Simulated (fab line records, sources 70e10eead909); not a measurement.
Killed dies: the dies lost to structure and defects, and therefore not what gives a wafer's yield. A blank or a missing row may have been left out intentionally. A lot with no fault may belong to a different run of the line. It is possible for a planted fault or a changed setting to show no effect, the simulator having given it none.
A struck lot beside a sound one :: flow nand-harc :: 42 steps out of a route of 1302
Sound: these wafers, L395.1, L395.2, L395.6. Struck: wafers L410.2, L410.4 (left out: L410.1, a lot-mate that was not struck); the cause follows at the end.
At each step with rows: each side's tool, then ch and its chambers, then its first start. Under that, the readings that differ: sound wafers :: struck wafers :: difference of the means :: sigmas: that difference in standard deviations of wafers without a fault.
alike: readings whose means differ by less than 2 such deviations, and words and numbers that are the same on both sides. not compared: withheld readings, readings that some wafer has no value for, bounds like >300 that may hide the same value, and numbers for which the record gives no deviation and whose values overlap.
A row with sigmas, a row that says differs or no value, or rows on one side alone: a step with any of these is where the two part. Numbers that don't overlap but have no deviation are shown without sigmas and don't part them. A reading missing from all wafers of one side parts the sides only when that side holds two or more wafers.

NHARC_A_CONTACT_ETCH_49: etches the open film in N2/H2, target depth 260 nm, time 475.3 s.
  sound: rie-diel-07 ch 2,3; struck: rie-diel-07 ch 0,1
reading: throttle-valve-pct (%)
sound: 14.186 14.173 14.182
struck: 14.165 14.155
difference: -0.020
sigmas: -2
  alike: chamber-pressure-mTorr, drypump-motor-current-A, n2-flow-sccm, oes-product-au, rf-vpp-V, showerhead-plenum-p-Torr
  not compared: rf-hours-counter-h
then, 1 step without rows for these wafers: NHARC_A_CONTACT_ETCH_50 (etches the open film in CF4/CHF3, target depth 121 nm, time 60.5 s).
NHARC_A_CONTACT_ETCH_51: etches the open film in O2/COS, target depth 7000 nm, time 1820 s.
  sound: rie-diel-07 ch 1,2,3; struck: rie-diel-07 ch 0,3
  alike: chamber-pressure-mTorr, drypump-motor-current-A, o2-flow-sccm, oes-product-au, rf-vpp-V, showerhead-plenum-p-Torr, throttle-valve-pct
  not compared: rf-hours-counter-h
NHARC_A_CONTACT_ETCH_111: etches the open film in C4F8/O2/Ar, time 140 s, target depth 700 nm.
  sound on har-cap-etch-02 ch 0,1, day 22 18:02; struck on har-cap-etch-03 ch 0, day 27 19:53
reading: chamber-pressure-mTorr (mTorr)
sound: 20.008 19.993 20.023
struck: 19.952 19.988
difference: -0.038
sigmas: -2
  not compared: rf-hours-counter-h
then, 2 steps without rows for these wafers: NHARC_A_CONTACT_ETCH_112 (etches the open film in C4F8/O2/Ar, time 190 s, target depth 1850 nm); NHARC_A_CONTACT_ETCH_113 (etches the open film in C4F8/O2/Ar, time 190 s, target depth 1850 nm).
NHARC_A_CONTACT_ETCH_114: etches the open film in C4F8/O2/Ar, time 190 s, target depth 1850 nm.
  sound on har-cap-etch-02 ch 0,1, day 22 18:35; struck on har-cap-etch-03 ch 0, day 27 20:26
  alike: chamber-pressure-mTorr
  not compared: rf-hours-counter-h
then, 5 steps without rows for these wafers: NHARC_A_CONTACT_ETCH_115 (etches the open film in C4F8/O2/Ar, time 190 s, target depth 1850 nm); NHARC_A_CONTACT_ETCH_116 (etches the open film in C4F8/O2/Ar, time 190 s, target depth 1850 nm); NHARC_A_CONTACT_ETCH_117 (etches the open film in C4F8/O2/Ar, time 190 s, target depth 1850 nm); NHARC_A_CONTACT_ETCH_118 (etches the open film in C4F8/O2/Ar, time 190 s, target depth 1850 nm); NHARC_A_CONTACT_ETCH_119 (etches the open film in C4F8/O2/Ar, time 190 s, target depth 1850 nm).
NHARC_A_CONTACT_ETCH_120: etches the open film in C4F8/O2/Ar, time 190 s, target depth 1850 nm.
  sound on har-cap-etch-02 ch 0,1, day 22 19:37; struck on har-cap-etch-03 ch 0, day 27 21:27
  alike: chamber-pressure-mTorr
  not compared: rf-hours-counter-h
then, 5 steps without rows for these wafers: NHARC_A_CONTACT_ETCH_121 (etches the open film in C4F8/O2/Ar, time 190 s, target depth 1850 nm); NHARC_A_CONTACT_ETCH_122 (etches the open film in C4F8/O2/Ar, time 190 s, target depth 1850 nm); NHARC_A_CONTACT_ETCH_123 (etches the open film in C4F8/O2/Ar, time 490 s, target depth 2110 nm); NHARC_A_CONTACT_ETCH_90 (etches the open film in CH3F/O2, target depth 40 nm, time 85.7 s); NHARC_A_CONTACT_ETCH_96 (etches the open film in C4F6/O2, target depth 20 nm, time 10 s).
NHARC_A_CONTACT_CD_MEAS_53:
  sound on cd-sem-03, day 22 21:19; struck on cd-sem-01, day 27 23:11
  alike: cd-nm
then, 6 steps without rows for these wafers: NHARC_A_CONTACT_STRIP_99 (strips in N2/H2); NHARC_A_CONTACT_STRIP_100 (strips in CF4/CHF3); NHARC_A_CONTACT_STRIP_101 (strips in O2/COS); NHARC_A_CONTACT_ETCH_102 (etches the open film in CF4/O2, target depth 100 nm, overetch 10 nm, time 55 s); NHARC_A_CONTACT_STRIP_55 (strips in O2); NHARC_A_CONTACT_STRIP_56 (strips in post etch residue remover, time 600 s).
NHARC_A_CONTACT_DEP_57: deposits aC, target thk 5300 nm.
  sound on acl-dep-03 ch 0, day 23 00:28; struck on acl-dep-01 ch 0, day 28 00:10
  alike: throttle-valve-pct
then, 11 steps without rows for these wafers: NHARC_A_CONTACT_DEP_58 (deposits SiON, target thk 90 nm); NHARC_A_CONTACT_DEHYDRATE_59 (time 120 s); NHARC_A_CONTACT_HMDS_60 (time 30 s); NHARC_A_CONTACT_COAT_61 (time 75 s); NHARC_A_CONTACT_COAT_62 (time 65 s); NHARC_A_CONTACT_COAT_63 (resist thk 90 nm); NHARC_A_CONTACT_SOFTBAKE_64 (time 55 s); NHARC_A_CONTACT_EBR_65; NHARC_A_CONTACT_EXPOSE_66 (exposes mask A CC 2); NHARC_A_CONTACT_PEB_67 (peb time 65 s); NHARC_A_CONTACT_DEVELOP_68 (develop time 35 s).
NHARC_A_CONTACT_CD_MEAS_69: the cd target is 300 nm.
  sound on cd-sem-01 ch 0, day 23 04:29; struck on cd-sem-03 ch 0, day 28 04:14
  alike: cd-nm
NHARC_A_CONTACT_OVL_MEAS_70:
  sound on overlay-02, day 23 04:35; struck on overlay-02, day 28 04:20
  alike: overlay-x-nm, overlay-y-nm
then, 2 steps without rows for these wafers: NHARC_A_CONTACT_DESCUM_74 (chemistry O2, time 3 s); NHARC_A_CONTACT_ETCH_75 (etches the open film in CF4, target depth 39 nm, time 65 s).
-- the record jumps here: 2 days lie between the struck wafers' starts before and after (it left off in module A_CONTACT and takes up again in module END, whose first step shown is number 1302 of the route) --
NHARC_END_SORT_01:
  at this point the record logs the struck wafers (prober-02 ch 0, day 30 14:46) and has no rows for the sound ones

## WHERE THEY PART
Earliest at NHARC_A_CONTACT_ETCH_49; latest, in this record, at NHARC_END_SORT_01.

WHY: what the simulator had put in
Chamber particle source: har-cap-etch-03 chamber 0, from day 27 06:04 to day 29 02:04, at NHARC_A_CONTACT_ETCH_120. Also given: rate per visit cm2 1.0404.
